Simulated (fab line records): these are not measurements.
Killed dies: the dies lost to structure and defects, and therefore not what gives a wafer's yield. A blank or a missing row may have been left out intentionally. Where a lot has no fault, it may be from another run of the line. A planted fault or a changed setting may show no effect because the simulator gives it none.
Which of the tools did it? :: flow nand-harc :: Sampling: 14 lots, 42 wafers, 4 of 1302 route steps

== WHAT THE GAUGES SHOWED, per wafer ==
NHARC_THIN_TSV_CD_MEAS_33 targets a cd of 5000 nm. Usual: cd-nm 5000.7 nm, standard deviation 1.7.
lot: L887
measured: day 23 11:22
on: cd-sem-03
cd-nm (nm): 5003.5 4998.9 5001.1
flag: 

lot: L888
measured: day 24 07:14
on: cd-sem-03
cd-nm (nm): 4997.4 4999.8 5000.5
flag: 

lot: L889
measured: day 24 13:32
on: cd-sem-02
cd-nm (nm): 5000.9 5000.5 5000.0
flag: 

lot: L890
measured: day 24 12:18
on: cd-sem-01
cd-nm (nm): 5001.6 5002.9 5002.3
flag: 

lot: L891
measured: day 25 07:18
on: cd-sem-01
cd-nm (nm): 5002.5 5000.7 4998.3
flag: 

lot: L892
measured: day 25 23:54
on: cd-sem-01
cd-nm (nm): 4999.9 5000.6 5001.3
flag: 

lot: L894
measured: day 27 01:30
on: cd-sem-02
cd-nm (nm): 4998.7 5000.9 4998.9
flag: 

lot: L893
measured: day 27 06:25
on: cd-sem-02
cd-nm (nm): 5001.4 5001.8 5000.5
flag: 

lot: L896
measured: day 28 05:44
on: cd-sem-03
cd-nm (nm): 5000.7 4997.4 5002.4
flag: 

lot: L898
measured: day 28 06:49
on: cd-sem-02
cd-nm (nm): 5000.3 4998.2 5001.6
flag: 

lot: L900
measured: day 30 02:22
on: cd-sem-02
cd-nm (nm): 4996.2 4997.6 4997.5
flag: 

lot: L903
measured: day 30 01:10
on: cd-sem-02
cd-nm (nm): 4997.9 5003.4 5002.0
flag: 

lot: L901
measured: day 30 09:44
on: cd-sem-03
cd-nm (nm): 5004.2 4999.5 5001.8
flag: 

lot: L904
measured: day 31 04:39
on: cd-sem-02
cd-nm (nm): 5001.4 5002.6 5000.7
flag: 

NHARC_END_SORT_01. Usual: defect-limited-yield 91.1 %, standard deviation 2.9; killed-at-array 55, standard deviation 20; killed-at-other 1.1, standard deviation 1.2; killed-at-periphery 3.8, standard deviation 2.8; killed-dies 60, standard deviation 19; killed-open 3.4, standard deviation 1.9; killed-short 2.2, standard deviation 1.5.
lot: L894
measured: day 27 10:55
on: prober-02
defect-limited-yield (%): 96.2 95.0 95.1
killed-at-array: 20 29 30
killed-at-other: 6 3 1
killed-at-periphery: 0 2 2
killed-dies: 26 34 33
killed-open: 5 3 7
killed-short: 2 3 2
flag: 

lot: L893
measured: day 27 17:07
on: prober-01
defect-limited-yield (%): 91.7 89.5 90.5
killed-at-array: 51 65 60
killed-at-other: 1 1 1
killed-at-periphery: 4 5 3
killed-dies: 56 71 64
killed-open: 4 7 4
killed-short: 1 1 1
flag: 

lot: L896
measured: day 28 15:43
on: prober-01
defect-limited-yield (%): 89.7 88.6 87.9
killed-at-array: 65 74 81
killed-at-other: 1 0 0
killed-at-periphery: 4 3 1
killed-dies: 70 77 82
killed-open: 3 3 1
killed-short: 3 0 2
flag: 

lot: L898
measured: day 28 14:54
on: prober-02
defect-limited-yield (%): 90.8 91.3 91.4
killed-at-array: 58 52 46
killed-at-other: 1 1 2
killed-at-periphery: 3 6 10
killed-dies: 62 59 58
killed-open: 3 1 6
killed-short: 4 3 4
flag: 

lot: L900
measured: day 30 17:01
on: prober-01
defect-limited-yield (%): 93.2 92.9 91.9
killed-at-array: 43 43 54
killed-at-other: 0 1 0
killed-at-periphery: 3 4 1
killed-dies: 46 48 55
killed-open: 2 5 3
killed-short: 2 4 3
flag: 

lot: L903
measured: day 30 09:15
on: prober-01
defect-limited-yield (%): 90.1 92.0 89.5
killed-at-array: 63 50 65
killed-at-other: 1 0 1
killed-at-periphery: 3 4 5
killed-dies: 67 54 71
killed-open: 7 3 6
killed-short: 6 2 5
flag: 

lot: L901
measured: day 30 23:10
on: prober-02
defect-limited-yield (%): 77.4 79.5 80.8
killed-at-array: 145 138 123
killed-at-other: 1 0 5
killed-at-periphery: 7 1 2
killed-dies: 153 139 130
killed-open: 2 0 0
killed-short: 3 4 2
flag: OFF

lot: L904
measured: day 31 17:06
on: prober-01
defect-limited-yield (%): 76.2 80.2 81.2
killed-at-array: 151 123 120
killed-at-other: 2 2 3
killed-at-periphery: 8 9 4
killed-dies: 161 134 127
killed-open: 3 1 3
killed-short: 6 3 1
flag: OFF

== WHAT TOOL EACH LOT RAN ON (gives the tool, then ch and the chambers of the sampled wafers, and finally the start) ==
lot: L887
NHARC_A_BONDPAD_PRE_CLEAN_26: pvd-sputter-02, day 22 14:26
NHARC_THIN_TSV_ANNEAL_52: rtp-anneal-02 ch 0, day 23 09:34

lot: L888
NHARC_A_BONDPAD_PRE_CLEAN_26: pvd-sputter-03, day 23 10:39
NHARC_THIN_TSV_ANNEAL_52: rtp-anneal-02 ch 0, day 24 05:28

lot: L889
NHARC_A_BONDPAD_PRE_CLEAN_26: pvd-sputter-03, day 23 17:04
NHARC_THIN_TSV_ANNEAL_52: rtp-anneal-01 ch 0, day 24 11:43

lot: L890
NHARC_A_BONDPAD_PRE_CLEAN_26: pvd-sputter-02, day 23 19:34
NHARC_THIN_TSV_ANNEAL_52: rtp-anneal-01 ch 0, day 24 10:32

lot: L891
NHARC_A_BONDPAD_PRE_CLEAN_26: pvd-sputter-02, day 24 12:01
NHARC_THIN_TSV_ANNEAL_52: rtp-anneal-02 ch 0, day 25 05:29

lot: L892
NHARC_A_BONDPAD_PRE_CLEAN_26: pvd-sputter-03, day 25 04:20
NHARC_THIN_TSV_ANNEAL_52: rtp-anneal-01 ch 0, day 25 21:59

lot: L894
NHARC_A_BONDPAD_PRE_CLEAN_26: pvd-sputter-03, day 26 03:13
NHARC_THIN_TSV_ANNEAL_52: rtp-anneal-02 ch 0, day 26 23:38

lot: L893
NHARC_A_BONDPAD_PRE_CLEAN_26: pvd-sputter-01, day 26 09:25
NHARC_THIN_TSV_ANNEAL_52: rtp-anneal-02 ch 0, day 27 04:28

lot: L896
NHARC_A_BONDPAD_PRE_CLEAN_26: pvd-sputter-01, day 27 07:43
NHARC_THIN_TSV_ANNEAL_52: rtp-anneal-01 ch 0, day 28 03:50

lot: L898
NHARC_A_BONDPAD_PRE_CLEAN_26: pvd-sputter-02, day 27 08:32
NHARC_THIN_TSV_ANNEAL_52: rtp-anneal-02 ch 0, day 28 04:59

lot: L900
NHARC_A_BONDPAD_PRE_CLEAN_26: pvd-sputter-03, day 29 04:07
NHARC_THIN_TSV_ANNEAL_52: rtp-anneal-01 ch 0, day 30 00:32

lot: L903
NHARC_A_BONDPAD_PRE_CLEAN_26: pvd-sputter-03, day 29 07:17
NHARC_THIN_TSV_ANNEAL_52: rtp-anneal-01 ch 0, day 29 23:14

lot: L901
NHARC_A_BONDPAD_PRE_CLEAN_26: pvd-sputter-01, day 29 12:30
NHARC_THIN_TSV_ANNEAL_52: rtp-anneal-01 ch 0, day 30 07:55

lot: L904
NHARC_A_BONDPAD_PRE_CLEAN_26: pvd-sputter-01, day 30 08:59
NHARC_THIN_TSV_ANNEAL_52: rtp-anneal-01 ch 0, day 31 02:48
- NHARC_A_BONDPAD_PRE_CLEAN_26: time 30 s.
- NHARC_THIN_TSV_ANNEAL_52: time 90 s.

== WHAT THE TOOLS THEMSELVES READ (means of the sampled wafers that have a number; where no wafer has one, the mark that the record gives instead) ==
NHARC_A_BONDPAD_PRE_CLEAN_26. Usual: heater-power-w 411 W, standard deviation 33.
lot: L887
tool: pvd-sputter-02
heater-power-w (W): 391
flag: 

lot: L888
tool: pvd-sputter-03
heater-power-w (W): 427
flag: 

lot: L889
tool: pvd-sputter-03
heater-power-w (W): 415
flag: 

lot: L890
tool: pvd-sputter-02
heater-power-w (W): 358
flag: 

lot: L891
tool: pvd-sputter-02
heater-power-w (W): 370
flag: 

lot: L892
tool: pvd-sputter-03
heater-power-w (W): 411
flag: 

lot: L894
tool: pvd-sputter-03
heater-power-w (W): 399
flag: 

lot: L893
tool: pvd-sputter-01
heater-power-w (W): 438
flag: 

lot: L896
tool: pvd-sputter-01
heater-power-w (W): 409
flag: 

lot: L898
tool: pvd-sputter-02
heater-power-w (W): 383
flag: 

lot: L900
tool: pvd-sputter-03
heater-power-w (W): 406
flag: 

lot: L903
tool: pvd-sputter-03
heater-power-w (W): 425
flag: 

lot: L901
tool: pvd-sputter-01
heater-power-w (W): 428
flag: 

lot: L904
tool: pvd-sputter-01
heater-power-w (W): 416
flag: 

NHARC_THIN_TSV_ANNEAL_52. Usual: wafer_temp_C_max 226.2, standard deviation 0.31.
lot: L887
tool: rtp-anneal-02
wafer_temp_C_max: 225.8
flag: 

lot: L888
tool: rtp-anneal-02
wafer_temp_C_max: 225.7
flag: 

lot: L889
tool: rtp-anneal-01
wafer_temp_C_max: 226.5
flag: 

lot: L890
tool: rtp-anneal-01
wafer_temp_C_max: 226.2
flag: 

lot: L891
tool: rtp-anneal-02
wafer_temp_C_max: 225.8
flag: 

lot: L892
tool: rtp-anneal-01
wafer_temp_C_max: 226.1
flag: 

lot: L894
tool: rtp-anneal-02
wafer_temp_C_max: 226.0
flag: 

lot: L893
tool: rtp-anneal-02
wafer_temp_C_max: 225.9
flag: 

lot: L896
tool: rtp-anneal-01
wafer_temp_C_max: 226.0
flag: 

lot: L898
tool: rtp-anneal-02
wafer_temp_C_max: 225.8
flag: 

lot: L900
tool: rtp-anneal-01
wafer_temp_C_max: 226.2
flag: 

lot: L903
tool: rtp-anneal-01
wafer_temp_C_max: 226.1
flag: 

lot: L901
tool: rtp-anneal-01
wafer_temp_C_max: 226.2
flag: 

lot: L904
tool: rtp-anneal-01
wafer_temp_C_max: 226.5
flag: 

== THE ANSWER, worked out from the rows above alone ==
Rule: take the mean of a lot's wafers that have a number; if it is more than 3 standard deviations from the usual mean, the lot is off. Also off: a lot with no number at a reading for which 4 or more lots have one. All remaining lots with rows at the step are treated as sound. After the gauges, taken in route order, come the tools' own readings; for these a lot's mean is taken, as printed above. The first step at which some lot is off is used, and at that step the reading that is off furthest; a lot without a number counts as furthest.
Off at NHARC_END_SORT_01 (killed-dies): L901, L904. Neither off nor sound, because the step has no rows for them: L887, L888, L889, L890, L891, L892.
If a tool, at a process step before that reading, ran all the lots that are off and no sound lot after the first of them, it fits. The gauges at NHARC_END_SORT_01 are tried like those tools. Can't be told from this: 2 tools fit, pvd-sputter-01 at NHARC_A_BONDPAD_PRE_CLEAN_26, rtp-anneal-01 at NHARC_THIN_TSV_ANNEAL_52.

== WHAT HAD BEEN PUT IN BY THE SIMULATOR ==
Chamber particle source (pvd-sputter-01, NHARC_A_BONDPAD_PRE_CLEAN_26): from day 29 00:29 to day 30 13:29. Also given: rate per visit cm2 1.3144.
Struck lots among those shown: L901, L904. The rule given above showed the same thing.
